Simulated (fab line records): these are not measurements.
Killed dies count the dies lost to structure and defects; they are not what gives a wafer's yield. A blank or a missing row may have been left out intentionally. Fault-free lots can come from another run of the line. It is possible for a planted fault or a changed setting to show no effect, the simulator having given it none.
Which tool is to blame? :: flow n5_finfet :: 23 lots, 69 wafers sampled, at 2 steps of a route of 1938

== WHAT EACH GAUGE READ, for each wafer ==
N5_BEOL_M6_INSPECT_13: inspects for defects (brightfield). Usual: 418 for raw_defect_count, sd 110.
lot: L074
measured: day 8 17:03
on: defect_inspect-02
raw_defect_count: 394 484 424
flag: 

lot: L077
measured: day 8 20:46
on: defect_inspect-01
raw_defect_count: 264 398 346
flag: 

lot: L076
measured: day 9 01:08
on: defect_inspect-02
raw_defect_count: 410 330 478
flag: 

lot: L079
measured: day 9 20:26
on: defect_inspect-02
raw_defect_count: 479 477 383
flag: 

lot: L080
measured: day 9 22:35
on: defect_inspect-01
raw_defect_count: 385 652 569
flag: 

lot: L078
measured: day 10 03:11
on: defect_inspect-01
raw_defect_count: 477 375 413
flag: 

lot: L081
measured: day 10 05:53
on: defect_inspect-01
raw_defect_count: 370 328 338
flag: 

lot: L082
measured: day 10 08:20
on: defect_inspect-02
raw_defect_count: 287 387 325
flag: 

lot: L083
measured: day 10 10:35
on: defect_inspect-01
raw_defect_count: 569 551 591
flag: 

lot: L084
measured: day 10 17:40
on: defect_inspect-01
raw_defect_count: 316 308 322
flag: 

lot: L085
measured: day 11 07:42
on: defect_inspect-02
raw_defect_count: 548 679 477
flag: 

lot: L086
measured: day 11 11:51
on: defect_inspect-01
raw_defect_count: 340 328 348
flag: 

lot: L087
measured: day 11 23:04
on: defect_inspect-01
raw_defect_count: 392 420 492
flag: 

lot: L088
measured: day 12 05:28
on: defect_inspect-01
raw_defect_count: 503 591 485
flag: 

lot: L090
measured: day 12 08:43
on: defect_inspect-02
raw_defect_count: 462 423 370
flag: 

lot: L089
measured: day 12 14:19
on: defect_inspect-01
raw_defect_count: 241 334 403
flag: 

lot: L091
measured: day 12 18:58
on: defect_inspect-01
raw_defect_count: 416 369 414
flag: 

lot: L092
measured: day 13 00:16
on: defect_inspect-02
raw_defect_count: 347 317 330
flag: 

lot: L093
measured: day 13 08:50
on: defect_inspect-02
raw_defect_count: 339 289 442
flag: 

lot: L094
measured: day 13 14:12
on: defect_inspect-02
raw_defect_count: 485 437 689
flag: 

lot: L095
measured: day 13 18:02
on: defect_inspect-02
raw_defect_count: 446 570 489
flag: 

lot: L096
measured: day 14 04:38
on: defect_inspect-01
raw_defect_count: 295 480 339
flag: 

lot: L097
measured: day 14 08:44
on: defect_inspect-02
raw_defect_count: 445 426 341
flag: 

N5_BEOL_M6_INSPECT_30: inspects for defects (brightfield). Usual: 424 for raw_defect_count, sd 110.
lot: L074
measured: day 8 19:00
on: defect_inspect-01
raw_defect_count: 369 461 380
flag: 

lot: L077
measured: day 8 22:20
on: defect_inspect-01
raw_defect_count: 258 409 352
flag: 

lot: L076
measured: day 9 03:10
on: defect_inspect-01
raw_defect_count: 366 305 487
flag: 

lot: L079
measured: day 9 23:50
on: defect_inspect-01
raw_defect_count: 454 487 367
flag: 

lot: L080
measured: day 10 00:30
on: defect_inspect-02
raw_defect_count: 414 688 599
flag: 

lot: L078
measured: day 10 04:12
on: defect_inspect-01
raw_defect_count: 500 358 430
flag: 

lot: L081
measured: day 10 08:10
on: defect_inspect-02
raw_defect_count: 398 321 346
flag: 

lot: L082
measured: day 10 09:37
on: defect_inspect-02
raw_defect_count: 305 377 356
flag: 

lot: L083
measured: day 10 13:29
on: defect_inspect-02
raw_defect_count: 618 531 638
flag: 

lot: L084
measured: day 10 19:54
on: defect_inspect-01
raw_defect_count: 340 322 332
flag: 

lot: L085
measured: day 11 10:38
on: defect_inspect-02
raw_defect_count: 540 654 494
flag: 

lot: L086
measured: day 11 13:20
on: defect_inspect-01
raw_defect_count: 334 333 381
flag: 

lot: L087
measured: day 12 00:17
on: defect_inspect-02
raw_defect_count: 439 470 521
flag: 

lot: L088
measured: day 12 07:53
on: defect_inspect-01
raw_defect_count: 470 611 501
flag: 

lot: L090
measured: day 12 09:47
on: defect_inspect-01
raw_defect_count: 434 408 387
flag: 

lot: L089
measured: day 12 16:40
on: defect_inspect-02
raw_defect_count: 269 353 447
flag: 

lot: L091
measured: day 12 19:52
on: defect_inspect-01
raw_defect_count: 426 341 405
flag: 

lot: L092
measured: day 13 01:32
on: defect_inspect-01
raw_defect_count: 334 322 317
flag: 

lot: L093
measured: day 13 09:44
on: defect_inspect-02
raw_defect_count: 394 294 433
flag: 

lot: L094
measured: day 13 17:05
on: defect_inspect-02
raw_defect_count: 500 402 682
flag: 

lot: L095
measured: day 13 19:26
on: defect_inspect-02
raw_defect_count: 427 594 518
flag: 

lot: L096
measured: day 14 05:38
on: defect_inspect-02
raw_defect_count: 317 537 365
flag: 

lot: L097
measured: day 14 11:05
on: defect_inspect-02
raw_defect_count: 464 447 373
flag: 

== TOOL THAT RAN EACH LOT (tool first, then ch and the chambers of the sampled wafers, then the start) ==
Before these readings, the record contains no process step.

== WHAT THE TOOLS THEMSELVES READ (means of the sampled wafers that have a number; where no wafer has one, the mark that the record gives instead) ==
The record holds no such reading with a usual standard deviation.

== THE ANSWER, worked out from the rows above alone ==
Rule: lot off if the mean of its wafers having a number is beyond 3 standard deviations from the usual mean. A lot without any number at a reading at which 4 lots or more have one is off too. All remaining lots with rows at the step are treated as sound. After the gauges, taken in route order, come the tools' own readings; for these a lot's mean is taken, as printed above. At the first step where some lot is off, the reading lying furthest off is the one used; lots without a number count as furthest.
Nothing can be told from this: no lot is off at any reading shown.

== WHAT WAS PUT IN BY THE SIMULATOR ==
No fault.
